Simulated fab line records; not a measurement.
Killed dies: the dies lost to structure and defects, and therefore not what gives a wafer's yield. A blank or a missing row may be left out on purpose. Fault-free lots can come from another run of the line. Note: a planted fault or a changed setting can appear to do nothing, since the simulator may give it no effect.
Matching of chambers | flow n5-finfet | N5_FIN_CUT_CUT_ETCH_27 on rie-diel-06 has 4 sister chambers
The step etches SiO2 in CHF3/O2, target depth 4 nm, overetch 2 nm, time 4.9 s. 4 wafers are shown with their chamber, then 8 later ones without.

## WAFERS PAIRED WITH THEIR CHAMBERS
wafer  | chamber | drypump-motor-current-A (A)
L089.3 | 0       | 5.1
L090.4 | 3       | 5.6
L090.6 | 2       | 5.6
L091.1 | 1       | 6.5

## WAFERS WHOSE CHAMBER IS MISSING
wafer  | drypump-motor-current-A (A)
L091.2 | 5.6
L091.4 | 5.2
L093.2 | 6.5
L093.3 | 5.6
L093.5 | 5.6
L095.1 | 5.6
L095.3 | 6.5
L095.5 | 5.2

## THE CHAMBER EACH PASSED THROUGH
wafer  | from the rows above     | in truth
L091.2 | can't be placed: 2 or 3 | 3
L091.4 | 0                       | 0
L093.2 | 1                       | 1
L093.3 | can't be placed: 2 or 3 | 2
L093.5 | can't be placed: 2 or 3 | 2
L095.1 | can't be placed: 2 or 3 | 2
L095.3 | 1                       | 1
L095.5 | 0                       | 0
Correct placement for 4 of the 8. These rows do not allow placing 4 (true chamber among the candidates in 4). Placed wrongly: 0.
How it was worked out, from the rows above alone: a wafer's distance from a chamber is the root of the sum, over the readings, of the square of ((its reading less the chamber's mean) divided by the reading's scatter). If the next closest chamber is less than 2 further off than the closest, the wafer can't be placed; otherwise it belongs to the closest. The mean given for a chamber averages the wafers shown for that chamber. The scatter: with one shown wafer a chamber, the root of the mean of the squares of how far each hidden wafer lies from its nearest shown one.
